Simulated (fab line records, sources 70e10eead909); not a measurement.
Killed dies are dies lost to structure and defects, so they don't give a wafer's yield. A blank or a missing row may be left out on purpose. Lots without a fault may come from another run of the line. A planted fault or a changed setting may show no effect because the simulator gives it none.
A struck lot beside a sound one | flow nand_harc | 15 steps out of a route of 1302
Sound: wafers L905.3, L905.4, L905.6. Struck: wafers L918.4, L918.5, L918.6. The cause comes at the end.
At each step with rows: each side's tool, then ch and its chambers, then its first start. Under that, the readings that differ: sound wafers | struck wafers | difference of the means | sigmas: that difference in standard deviations of wafers without a fault.
alike: readings whose means differ by less than 2 such deviations, and words and numbers that are the same on both sides. not compared: withheld readings, readings that some wafer has no value for, bounds like >300 that may hide the same value, and numbers for which the record gives no deviation and whose values overlap.
The two part at a step that has a row with sigmas, a row that says differs or no value, or rows on one side only. Numbers that don't overlap but have no deviation are shown without sigmas and don't part them. A reading that every wafer of one side lacks parts them only if that side has two wafers or more.

first, 2 steps without rows for these wafers: NHARC_P_STI_SRD_39; NHARC_P_STI_OXIDE_40 (material SiO2, target thk 10 nm, ox time 1362 s).
NHARC_P_STI_INSPECT_25:
  sound on defect_inspect-02, day 5 06:51; struck on defect_inspect-02, day 10 19:02
  alike: raw_defect_count
then, 9 steps without rows for these wafers: NHARC_P_GATE_ETCH_69 (etches SiO2 in dHF, target depth 14 nm); NHARC_P_GATE_PRECLEAN_70 (cleans in SC1); NHARC_P_GATE_SRD_01; NHARC_P_GATE_OXIDE_02 (material SiO2, target thk 37.5 nm, ox time 365 s); NHARC_P_GATE_DEHYDRATE_03 (time 120 s); NHARC_P_GATE_HMDS_04 (time 30 s); NHARC_P_GATE_COAT_05; NHARC_P_GATE_SOFTBAKE_06 (time 95 s); NHARC_P_GATE_EBR_07.
NHARC_P_GATE_EXPOSE_08: exposes mask P HV.
  sound on krf_scanner-02 ch 0, day 5 15:14; struck on krf_scanner-03 ch 0, day 11 03:39
  reading                        | sound                | struck            | difference | sigmas
  model.P_GATE.overlay_x_nm (nm) | -4.396 -4.396 -4.396 | 43.37 43.37 43.37 | +47.77     |
  alike: mask
then, 1 step without rows for these wafers: NHARC_P_GATE_PEB_09 (peb time 85 s).
-- the record jumps here: 21 days lie between the struck wafers' starts before and after (it left off in module P_GATE and takes up again in module END, whose first step shown is number 1302 of the route) --
NHARC_END_SORT_01:
  the record has rows for the struck wafers here (prober-01 ch 0, day 31 23:09) and none for the sound ones

WHERE THEY PART
Only at NHARC_END_SORT_01, within this record.

WHY: what the simulator had put in
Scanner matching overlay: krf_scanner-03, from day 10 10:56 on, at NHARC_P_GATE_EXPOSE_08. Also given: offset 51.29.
